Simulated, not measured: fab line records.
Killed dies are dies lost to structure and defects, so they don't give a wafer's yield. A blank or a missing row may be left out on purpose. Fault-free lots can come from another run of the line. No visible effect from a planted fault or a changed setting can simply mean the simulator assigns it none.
A lot that was struck, set against a sound lot | flow nandHarc | 25 steps out of a route of 1302
Sound: the wafers L320.1, L320.2, L320.3. The struck wafers were L332.1, L332.2, L332.5. The cause is given at the end.
Order at every step that has rows: each side's tool, ch and its chambers, its first start. Under that, the readings that differ: sound wafers | struck wafers | difference of the means | sigmas: that difference in standard deviations of wafers without a fault.
alike: same words and numbers on both sides, and readings whose means sit less than 2 such deviations apart. not compared: any withheld reading, any reading some wafer has no value for, any bound like >300 that may hide the same value, and any number with overlapping values for which the record gives no deviation.
Wherever a step has rows on one side only, a row that says differs or no value, or a row with sigmas, the two part there. Non-overlapping numbers with no deviation appear without sigmas and do not part them. A reading missing from all wafers of one side parts the sides only when that side holds two or more wafers.

first, 1 step without rows for these wafers: NHARC_P_M0_SRD_25.
NHARC_P_M0_INSPECT_27:
  sound on defectInspect-01 at day 6 04:05; struck on defectInspect-01 at day 11 01:11
  alike: rawDefectCount
NHARC_P_M0_PRE_CLEAN_31: time 12 s.
  sound on pecvd-01 ch 0,1,2, day 6 04:10; struck on pecvd-03 ch 1,2, day 11 01:14
  alike: heaterPowerW
NHARC_P_M0_DEP_32: deposits SiCN, target thk 30 nm.
  sound on pecvd-01 ch 0,1,2, day 6 04:14; struck on pecvd-03 ch 1,2, day 11 01:19
  alike: heaterPowerW
then, 7 steps without rows for these wafers: NHARC_P_M1_DEP_00 (deposits SiOC, target thk 182.5 nm); NHARC_P_M1_DEHYDRATE_01 (time 120 s); NHARC_P_M1_HMDS_02 (time 30 s); NHARC_P_M1_COAT_34 (time 65 s); NHARC_P_M1_COAT_03 (resist thk 90 nm); NHARC_P_M1_SOFTBAKE_04 (time 55 s); NHARC_P_M1_EBR_05.
NHARC_P_M1_EXPOSE_06: exposes mask P M1, target cd 130 nm.
  sound on arfiScanner-01 ch 0, day 6 05:13; struck on arfiScanner-01 ch 0, day 11 02:27
reading           | sound             | struck            | difference | sigmas
exposureDoseMJCm2 | 81.84 81.90 81.91 | 78.20 78.20 78.31 | -3.65      | -48
  alike: mask, focusOffsetNm, stageVelMmS
then, 2 steps without rows for these wafers: NHARC_P_M1_PEB_07 (peb time 65 s); NHARC_P_M1_DEVELOP_08 (develop time 35 s).
NHARC_P_M1_CD_MEAS_09: the cd target is 130 nm.
  sound on cdSem-01 ch 0, day 6 05:22; struck on cdSem-02 ch 0, day 11 02:35
reading   | sound             | struck            | difference | sigmas
cdNm (nm) | 128.9 130.1 129.6 | 127.7 128.3 128.2 | -1.5       | -3
NHARC_P_M1_OVL_MEAS_10: pitch 260 nm.
  sound on overlay-01 at day 6 05:27; struck on overlay-01 at day 11 02:41
  alike: overlayXNm, overlayYNm
NHARC_P_M1_INSPECT_11:
  sound on defectInspect-02 at day 6 05:29; struck on defectInspect-01 at day 11 02:43
  alike: rawDefectCount
NHARC_P_M1_DESCUM_14: chemistry O2, time 3 s.
  sound on rieDiel-06 ch 0,1,3, day 6 05:34; struck on rieDiel-06 ch 0,3, day 11 02:49
reading              | sound             | struck            | difference | sigmas
model.P_M1.cdNm (nm) | 129.6 129.7 129.3 | 127.1 128.1 127.2 | -2.1       | 
  alike: drypumpMotorCurrentA, o2FlowSccm, oesProductAu, rfVppV, showerheadPlenumPTorr, throttleValvePct
  not compared: rfHoursCounterH
NHARC_P_M1_ETCH_35: etches the open film in N2/H2, target depth 40 nm, overetch 12 nm, time 43.94 s.
  sound on rieDiel-06 ch 1,2,3, day 6 05:38; struck on rieDiel-06 ch 0,1,2, day 11 02:59
  alike: drypumpMotorCurrentA, oesProductAu, rfVppV, showerheadPlenumPTorr, throttleValvePct
  not compared: rfHoursCounterH
NHARC_P_M1_ETCH_15: etches the open film in C4F8/Ar, target depth 182.5 nm, time 91.2 s.
  sound on rieDiel-06 ch 1,2,3; struck on rieDiel-06 ch 0,2,3
  alike: oesProductAu, rfVppV
  not compared: rfHoursCounterH
NHARC_P_M1_CD_MEAS_16:
  sound on cdSem-02 at day 6 05:51; struck on cdSem-03 at day 11 03:20
reading   | sound             | struck            | difference | sigmas
cdNm (nm) | 129.2 128.9 129.1 | 126.7 128.3 126.9 | -1.8       | -3
NHARC_P_M1_STRIP_18: strips in N2/H2.
  sound on rieDiel-10 ch 0,1,2, day 6 05:56; struck on rieDiel-05 ch 0,2, day 11 03:24
  alike: drypumpMotorCurrentA, oesProductAu, rfVppV, showerheadPlenumPTorr, throttleValvePct
  not compared: rfHoursCounterH
NHARC_P_M1_ETCH_28: etches the open film in CF4/N2, target depth 30 nm, time 72.99 s.
  sound on rieDiel-10 ch 0,1,2; struck on rieDiel-05 ch 1,2,3
reading              | sound             | struck            | difference | sigmas
model.P_M1.cdNm (nm) | 129.6 129.2 129.7 | 127.2 128.2 127.5 | -1.9       | 
  alike: drypumpMotorCurrentA, oesProductAu, rfVppV, showerheadPlenumPTorr, throttleValvePct
  not compared: rfHoursCounterH
then, 1 step without rows for these wafers: NHARC_P_M1_STRIP_19 (strips in post etch residue remover, time 600 s).
-- the record jumps here: 19 days lie between the struck wafers' starts before and after (it left off in module P_M1 and takes up again in module END, whose first step shown is number 1302 of the route) --
NHARC_END_SORT_01:
  here the record holds rows for the struck wafers (prober-02 ch 0, day 29 19:37) but none for the sound ones

## WHERE THEY PART
First at NHARC_P_M1_EXPOSE_06; last, within this record, at NHARC_END_SORT_01.

WHY: whatever the simulator had introduced
Process parameter drift: arfiScanner-01, from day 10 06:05 on, at NHARC_P_M1_EXPOSE_06. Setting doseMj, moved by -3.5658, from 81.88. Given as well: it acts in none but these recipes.
